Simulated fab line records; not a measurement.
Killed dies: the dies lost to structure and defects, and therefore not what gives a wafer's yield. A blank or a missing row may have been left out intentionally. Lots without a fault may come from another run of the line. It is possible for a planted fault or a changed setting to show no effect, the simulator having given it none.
Struck lot and sound lot, side by side | flow nandHarc | 15 out of 1302 route steps
Sound: wafers L436.2, L436.3, L436.6. Struck: wafers L456.3, L456.5. (L456.4 of the same lot was not struck and is left out.) The cause comes at the end.
For every step that has rows: the tool of each side, followed by ch and its chambers, followed by its first start. Under that, the readings that differ: sound wafers | struck wafers | difference of the means | sigmas: that difference in standard deviations of wafers without a fault.
alike: words and numbers the same on both sides, and readings whose means are apart by under 2 such deviations; not compared: readings that were withheld, readings missing a value for some wafer, numbers with overlapping values and no deviation given by the record, and bounds like >300 which may hide the same value.
The two part at a step that has a row with sigmas, a row that says differs or no value, or rows on one side only. When numbers do not overlap yet have no deviation, they are printed without sigmas and do not part them. Lack of a reading on every wafer of one side parts them only where that side has two or more wafers.

NHARC_A_CONTACT_ETCH_118: etches the open film in C4F8/O2/Ar, time 190 s, target depth 1850 nm.
  sound on harCapEtch-01 ch 0,1, day 22 11:13; struck on harCapEtch-03 ch 0,1, day 29 19:26
  not compared: rfHoursCounterH, runLengthS
NHARC_A_CONTACT_ETCH_119: etches the open film in C4F8/O2/Ar, time 190 s, target depth 1850 nm.
  sound on harCapEtch-01 ch 0,1, day 22 11:23; struck on harCapEtch-03 ch 0,1, day 29 19:36
  not compared: rfHoursCounterH, runLengthS
then, 2 steps without rows for these wafers: NHARC_A_CONTACT_ETCH_120 (etches the open film in C4F8/O2/Ar, time 190 s, target depth 1850 nm); NHARC_A_CONTACT_ETCH_121 (etches the open film in C4F8/O2/Ar, time 190 s, target depth 1850 nm).
NHARC_A_CONTACT_ETCH_122: etches the open film in C4F8/O2/Ar, time 190 s, target depth 1850 nm.
  sound on harCapEtch-01 ch 0,1, day 22 11:54; struck on harCapEtch-03 ch 0,1, day 29 20:07
  not compared: rfHoursCounterH, runLengthS
then, 2 steps without rows for these wafers: NHARC_A_CONTACT_ETCH_123 (etches the open film in C4F8/O2/Ar, time 490 s, target depth 2110 nm); NHARC_A_CONTACT_ETCH_90 (etches the open film in CH3F/O2, target depth 40 nm, time 85.7 s).
NHARC_A_CONTACT_ETCH_96: etches the open film in C4F6/O2, target depth 20 nm, time 10 s.
  sound on rieDiel-04 ch 1,2, day 22 13:13; struck on rieDiel-04 ch 0,1
  alike: biasW, drypumpMotorCurrentA, oesProductAu, rfVppV, runLengthS, showerheadPlenumPTorr, throttleValvePct
  not compared: rfHoursCounterH
NHARC_A_CONTACT_CD_MEAS_53:
  sound: cdSem-03 at day 22 13:18; struck: cdSem-01 at day 29 21:26
  alike: cdNm
then, 3 steps without rows for these wafers: NHARC_A_CONTACT_STRIP_99 (strips in N2/H2); NHARC_A_CONTACT_STRIP_100 (strips in CF4/CHF3); NHARC_A_CONTACT_STRIP_101 (strips in O2/COS).
NHARC_A_CONTACT_ETCH_102: etches the open film in CF4/O2, target depth 100 nm, overetch 10 nm, time 55 s.
  sound on rieDiel-04 ch 0,1, day 22 13:37; struck on rieDiel-04 ch 1, day 29 21:47
reading        | sound            | struck    | difference                    | sigmas
biasW (W)      | 100.2 99.8 100.1 | - -       | no value on the struck wafers | 
runLengthS (s) | 76.6 75.5 75.8   | 68.0 68.1 | -7.9                          | -14
  alike: drypumpMotorCurrentA, oesProductAu, rfVppV, showerheadPlenumPTorr, throttleValvePct
  not compared: rfHoursCounterH
NHARC_A_CONTACT_STRIP_55: strips in O2.
  sound: rieDiel-04 ch 0,2; struck: rieDiel-04 ch 2,3
  alike: drypumpMotorCurrentA, oesProductAu, rfVppV, showerheadPlenumPTorr, throttleValvePct
  not compared: rfHoursCounterH
-- record jumps: 3 days between struck wafers' starts before vs after; left off in module A_CONTACT, resumes in module END, first step shown is number 1302 of the route --
NHARC_END_SORT_01:
  only the struck wafers appear in the record here, on prober-01 ch 0 at day 32 20:19; the sound ones have no rows

WHERE THEY PART
First at NHARC_A_CONTACT_ETCH_102; last, within this record, at NHARC_END_SORT_01.

WHY: whatever the simulator had introduced
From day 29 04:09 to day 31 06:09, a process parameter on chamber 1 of rieDiel-04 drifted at NHARC_A_CONTACT_ETCH_102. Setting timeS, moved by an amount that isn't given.
